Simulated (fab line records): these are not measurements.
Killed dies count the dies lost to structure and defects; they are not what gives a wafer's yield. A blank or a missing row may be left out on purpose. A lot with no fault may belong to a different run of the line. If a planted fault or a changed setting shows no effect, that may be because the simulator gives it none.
2 desks looking at one fault | flow n5-finfet | what lay behind the numbers comes last; until then each desk has only its own

AT THE METROLOGY DESK
Means of the sampled wafers that have a number, per lot and without regard to the tool the lot ran on: this is what the gauges read. A lot is out of limits, marked OUT, if its mean lies more than 4 standard deviations from the usual mean; the brackets give that distance. It has 11 readings; the 7 that lie furthest out on some lot are the ones shown.
Columns: A = GATE_OVL at N5_DUMMY_GATE_OVL_MEAS_16, usual 0.1 nm; B = DIBL_N at N5_BEOL_M4_RC_MEAS_101, usual 36.3 mV/V; C = IOFF_N at N5_BEOL_M4_RC_MEAS_101, usual 0.161 nA/um; D = SS_N at N5_BEOL_M4_RC_MEAS_101, usual 71.5 mV/dec; E = SS_P at N5_BEOL_M4_RC_MEAS_101, usual 73.2 mV/dec; F = VT_N at N5_BEOL_M4_RC_MEAS_101, usual 249.1 mV; G = VT_P at N5_BEOL_M4_RC_MEAS_101, usual -249.9 mV
lot  | first seen here | A    | B    | C     | D    | E    | F     | G
L770 | day 3 07:08     | -0.2 | 36.5 | 0.162 | 71.3 | 73.2 | 247.6 | -249.3
L771 | day 3 10:34     | 0.2  | 37.1 | 0.166 | 71.3 | 73.2 | 249.6 | -248.4
L773 | day 3 21:28     | -1.2 | 35.4 | 0.128 | 70.3 | 72.5 | 252.2 | -255.1
L779 | day 5 11:01     | -0.2 | 36.5 | 0.160 | 71.3 | 73.2 | 248.1 | -248.9
L785 | day 7 00:26     | 0.8  | 38.2 | 0.181 | 71.4 | 73.1 | 247.7 | -249.8
L787 | day 7 10:59     | 0.3  | 38.3 | 0.194 | 72.2 | 73.7 | 248.3 | -248.1
L790 | day 8 04:47     | 0.7  | 35.4 | 0.130 | 71.5 | 73.2 | 254.5 | -250.7
L791 | day 8 10:00     | 0.1  | 35.9 | 0.170 | 72.1 | 73.5 | 247.9 | -249.7
L792 | day 8 15:24     | -0.9 | 36.0 | 0.147 | 71.8 | 73.3 | 250.6 | -247.7
Finding of this desk: none of the 9 lots has anything out of limits.

THE TOOL OWNER'S DESK: rie-diel-06
The tool's own readings at N5_DUMMY_GATE_ETCH_37 (etches SOC in N2/H2, target depth 60 nm, overetch 30 nm): means of the sampled wafers that have a number, for each lot that ran on this tool. A lot is out of limits, marked OUT, if its mean lies more than 4 standard deviations from the usual mean; the brackets give that distance.
Columns: A = drypump-motor-current-A at N5_DUMMY_GATE_ETCH_37, usual 5.8 A; B = oes-product-au at N5_DUMMY_GATE_ETCH_37, usual 0.64 a.u.; C = rf-fwd-power-W at N5_DUMMY_GATE_ETCH_37, usual 830 W; D = rf-vpp-V at N5_DUMMY_GATE_ETCH_37, usual 524.8 V; E = showerhead-plenum-p-Torr at N5_DUMMY_GATE_ETCH_37, usual 2.58 Torr; F = temp-c at N5_DUMMY_GATE_ETCH_37, usual 40.00 C; G = throttle-valve-pct at N5_DUMMY_GATE_ETCH_37, usual 17.78 %
lot  | first seen here | A   | B    | C             | D                | E    | F     | G
L771 | day 3 10:47     | 6.0 | 0.60 | 832           | 524.8            | 2.61 | 40.01 | 17.76
L773 | day 3 21:41     | 5.9 | 0.61 | 828           | 525.7            | 2.60 | 40.01 | 17.74
L779 | day 5 11:19     | 5.8 | 0.68 | 828           | 527.5            | 2.69 | 40.06 | 17.61
L785 | day 7 00:40     | 5.7 | 0.70 | 898 (+19) OUT | 514.2            | 2.62 | 40.15 | 17.58
L787 | day 7 11:15     | 5.8 | 0.65 | 897 (+19) OUT | 513.3 (-4.2) OUT | 2.56 | 40.01 | 17.70
This desk finds L785, L787 out of limits, L785 being first, at day 7 00:40 (rf-fwd-power-W at N5_DUMMY_GATE_ETCH_37). L771, L773, L779: within limits.

PUT TOGETHER
The tool owner's desk had the chance to raise an alarm at day 7 00:40 on L785, L787.
Metrology desk: nothing out of limits seen.
The metrology desk has L785, L787 on record, within its limits.
Every lot named ran N5_DUMMY_GATE_ETCH_37 on rie-diel-06.

WHAT WAS PUT IN BY THE SIMULATOR
rie-diel-06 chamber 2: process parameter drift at N5_DUMMY_GATE_ETCH_37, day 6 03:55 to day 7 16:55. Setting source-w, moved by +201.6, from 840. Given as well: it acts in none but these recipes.
Lots struck among those shown: L785, L787.
Each desk's first reading out of limits, in hours after the fault started: the tool owner's desk, 21.
